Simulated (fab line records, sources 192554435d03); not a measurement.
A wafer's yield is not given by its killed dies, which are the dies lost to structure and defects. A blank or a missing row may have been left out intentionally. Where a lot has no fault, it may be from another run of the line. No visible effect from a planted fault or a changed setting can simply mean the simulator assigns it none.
Comparing a struck lot with a sound one + flow n5-finfet + 43 out of 1938 route steps
Sound: wafers L597.2, L597.4, L597.5. The struck wafers were L592.2, L592.4, L592.6. Last of all comes the cause.
For every step that has rows: the tool of each side, followed by ch and its chambers, followed by its first start. Under that, the readings that differ: sound wafers + struck wafers + difference of the means + sigmas: that difference in standard deviations of wafers without a fault.
alike: same words and numbers on both sides, and readings whose means sit less than 2 such deviations apart. not compared: any withheld reading, any reading some wafer has no value for, any bound like >300 that may hide the same value, and any number with overlapping values for which the record gives no deviation.
The two part at a step that has a row with sigmas, a row that says differs or no value, or rows on one side only. Non-overlapping numbers with no deviation appear without sigmas and do not part them. A reading missing from all wafers of one side parts the sides only when that side holds two or more wafers.

first, 1 step without rows for these wafers: N5_MOL_CONTACT_COAG_SRD_128 (dry time 32 s).
N5_MOL_CONTACT_COAG_CMP_52: polishes, stops on SiO2, t overpolish 1.5 s, target thk 66.5 nm.
  sound on cmp-04 ch 1,2,3, day 9 20:55; struck on cmp-02 ch 1,2, day 8 09:14
  alike: motor-current-A, overpolish-run-s, slurry-flow-ml-min, time-to-endpoint-s
N5_MOL_CONTACT_COAG_THK_MEAS_53:
  sound: film-metro-01 at day 9 21:10; struck: film-metro-01 at day 8 09:29
  alike: VIA_MOL_THK
N5_MOL_CONTACT_COAG_ANNEAL_112: time 1800 s.
  sound on hp-anneal-01 ch 0, day 9 21:11; struck on hp-anneal-01 ch 0, day 8 09:31
  alike: spike-tc-centre-C, wafer_temp_C_max
N5_MOL_CONTACT_COAG_INSPECT_97: inspects for defects (darkfield).
  sound: defect-inspect-01 at day 10 00:14; struck: defect-inspect-02 at day 8 12:33
  alike: raw-defect-count
then, 3 steps without rows for these wafers: N5_BEOL_M0_SAQP_PECVD_00 (deposits SiCN from 3MS/NH3, target thk 8 nm, time 14 s); N5_BEOL_M0_SAQP_ILD_DEP_01 (deposits SiOC from DEMS/O2, target thk 45.419 nm, time 8.7 s); N5_BEOL_M0_SAQP_HM_DEP_02 (deposits TiN, target thk 12 nm).
N5_BEOL_M0_SAQP_PECVD_03: deposits SiCN from 3MS/NH3, target thk 12 nm, time 21.1 s.
  sound on pecvd-02 ch 0,1, day 10 03:50; struck on pecvd-03 ch 0,1,2, day 8 13:30
  alike: chamber-pressure-Torr, rf-fwd-power-W, showerhead-plenum-p-Torr, throttle-valve-pct
then, 1 step without rows for these wafers: N5_BEOL_M0_SAQP_PECVD_96 (deposits a-Si from SiH4/He, target thk 45 nm, time 45.2 s).
N5_BEOL_M0_SAQP_PECVD_97: deposits SiNx from SiH4/NH3/N2, target thk 23 nm, time 19.9 s.
  sound on pecvd-02 ch 0,1, day 10 03:57; struck on pecvd-03 ch 0,1,2, day 8 13:35
  alike: chamber-pressure-Torr, heater-power-outer-w, heater-power-w, showerhead-plenum-p-Torr, throttle-valve-pct
N5_BEOL_M0_SAQP_PECVD_04: deposits a-Si from SiH4/He, target thk 60 nm, time 60.2 s.
  sound on pecvd-02 ch 0,1, day 10 04:01; struck on pecvd-03 ch 0,1,2, day 8 13:37
  no value came back on the struck wafers for any of 5 readings (chamber-pressure-Torr (Torr), heater-power-outer-w (W) and others); on the sound wafers chamber-pressure-Torr (Torr) reads 3.006 3.007 3.005
N5_BEOL_M0_SAQP_THK_MEAS_05:
  sound: film-metro-02 at day 10 04:08; struck: film-metro-01 at day 8 13:43
| reading     | sound          | struck         | difference | sigmas |
|-------------|----------------|----------------|------------|--------|
| thk-nm (nm) | 59.3 59.9 60.8 | 23.0 23.3 23.2 | -36.8      | -44    |
then, 9 steps without rows for these wafers: N5_BEOL_M0_SAQP_HM_DEP_111 (deposits SiO2 from SiH4/N2O, target thk 12 nm, time 7.2 s); N5_BEOL_M0_SAQP_COAT_81 (time 60 s, resist thk 100 nm); N5_BEOL_M0_SAQP_COAT_82 (time 60 s, resist thk 30 nm); N5_BEOL_M0_SAQP_COAT_08 (resist thk 90 nm); N5_BEOL_M0_SAQP_EBR_10; N5_BEOL_M0_SAQP_SOFTBAKE_09 (time 60 s); N5_BEOL_M0_SAQP_EXPOSE_11 (exposes mask M0 CORE, target cd 42 nm); N5_BEOL_M0_SAQP_PEB_12 (peb time 60 s); N5_BEOL_M0_SAQP_DEVELOP_13 (develop time 30 s).
N5_BEOL_M0_SAQP_CD_MEAS_14: the cd target is 42.5 nm.
  sound on cd-sem-03 ch 0, day 10 04:30; struck on cd-sem-03 ch 0, day 8 14:11
  alike: cd-nm
N5_BEOL_M0_SAQP_OVL_MEAS_15:
  sound on overlay-01 ch 0, day 10 04:32; struck on overlay-02 ch 0, day 8 14:14
  alike: M0_CORE_OVL
N5_BEOL_M0_SAQP_INSPECT_16: inspects for defects (brightfield).
  sound: defect-inspect-01 at day 10 04:33; struck: defect-inspect-02 at day 8 14:15
  alike: raw-defect-count
then, 1 step without rows for these wafers: N5_BEOL_M0_SAQP_DESCUM_19 (chemistry O2, time 7.9 s).
N5_BEOL_M0_SAQP_ETCH_83: etches SiARC in CF4, target depth 39 nm, time 65 s.
  sound on rie-diel-03 ch 1,3, day 10 04:37; struck on rie-diel-03 ch 0,3, day 8 14:19
  alike: drypump-motor-current-A, etch-rf-on-time-s, oes-product-au, rf-vpp-V, showerhead-plenum-p-Torr, throttle-valve-pct
  not compared: rf-hours-counter-h
then, 4 steps without rows for these wafers: N5_BEOL_M0_SAQP_ETCH_84 (etches SOC in N2/H2, target depth 100 nm, overetch 20 nm, time 150 s); N5_BEOL_M0_SAQP_STRIP_80 (strips in N2/H2); N5_BEOL_M0_SAQP_HM_OPEN_112 (chemistry CHF3/O2, target SiO2, stops on a-Si, target depth 12 nm, time 13.5 s); N5_BEOL_M0_SAQP_STRIP_113 (strips in CHF3/O2).
N5_BEOL_M0_SAQP_MANDREL_ETCH_20: etches a-Si in HBr/Cl2, stops on SiNx, target depth 60 nm, bt time 10 s, time 30 s.
  sound on rie-si-05 ch 1,2,3, day 10 04:52; struck on rie-si-03 ch 0,1,3, day 8 14:34
| reading                  | sound             | struck            | difference | sigmas |
|--------------------------|-------------------|-------------------|------------|--------|
| oes-product-au (a.u.)    | 0.770 0.787 0.794 | 0.326 0.338 0.324 | -0.454     | -38    |
| throttle-valve-pct (%)   | 36.0 35.2 35.1    | 36.5 36.1 36.5    | +0.9       | +3     |
| model.etch.depth-nm (nm) | 59.34 59.9 60.78  | 0 0 0             | -60        |        |
  alike: drypump-motor-current-A
  not compared: rf-hours-counter-h
then, 6 steps without rows for these wafers: N5_BEOL_M0_SAQP_STRIP_86 (strips in N2/H2); N5_BEOL_M0_SAQP_STRIP_115 (strips in post etch residue remover, time 60 s); N5_BEOL_M0_SAQP_SRD_93 (time 30 s); N5_BEOL_M0_SAQP_RECESS_114 (chemistry HF/NH3, target SiO2, target depth 14.4 nm, afs cycles 3, sublimation time 60 s); N5_BEOL_M0_SAQP_SPACER1_ALD_98 (deposits SiO2, target thk 12.8 nm, pulse time 1 s, purge time 2 s); N5_BEOL_M0_SAQP_SPACER1_ETCHBACK_99 (etches SiO2 in CHF3/O2, target depth 15.4 nm, time 7.7 s).
N5_BEOL_M0_SAQP_MANDREL1_REMOVE_100: chemistry HBr/Cl2/O2, target a-Si, stops on SiNx, bt time 10 s.
  sound on rie-si-06 ch 1,3, day 10 06:08; struck on rie-si-05 ch 0,1,3, day 8 15:44
| reading                       | sound        | struck       | difference | sigmas |
|-------------------------------|--------------|--------------|------------|--------|
| model.BEOL_M0_SAQP.cd-nm (nm) | 12.6 13 12.6 | 42 41.2 41.6 | +29        |        |
  alike: drypump-motor-current-A, oes-product-au, throttle-valve-pct
  not compared: rf-hours-counter-h
N5_BEOL_M0_SAQP_CD_MEAS_25: the cd target is 13.1 nm.
  sound on cd-sem-01 ch 0, day 10 06:15; struck on cd-sem-02 ch 0, day 8 15:51
| reading    | sound             | struck | difference                    | sigmas |
|------------|-------------------|--------|-------------------------------|--------|
| cd-nm (nm) | 12.66 13.04 12.86 | - - -  | no value on the struck wafers |        |
then, 1 step without rows for these wafers: N5_BEOL_M0_SAQP_ETCH_101 (etches SiNx in CH3F/O2, target depth 29.9 nm, time 42.7 s).
N5_BEOL_M0_SAQP_MANDREL2_REMOVE_110: chemistry HBr/Cl2/O2, target a-Si, stops on SiCN, bt time 10 s.
  sound on rie-si-03 ch 1,2, day 10 08:01; struck on rie-si-05 ch 0,1,3, day 8 17:37
| reading                       | sound        | struck       | difference | sigmas |
|-------------------------------|--------------|--------------|------------|--------|
| model.BEOL_M0_SAQP.cd-nm (nm) | 14.8 15 14.8 | 42.2 41.6 42 | +27.1      |        |
  alike: drypump-motor-current-A, oes-product-au, throttle-valve-pct
  not compared: rf-hours-counter-h
N5_BEOL_M4_RC_MEAS_101:
  the record has rows for the sound wafers here (prober-01 ch 0, day 12 23:55) and none for the struck ones

## WHERE THEY PART
Earliest at N5_BEOL_M0_SAQP_PECVD_04; latest, in this record, at N5_BEOL_M4_RC_MEAS_101.

WHY: whatever the simulator had introduced
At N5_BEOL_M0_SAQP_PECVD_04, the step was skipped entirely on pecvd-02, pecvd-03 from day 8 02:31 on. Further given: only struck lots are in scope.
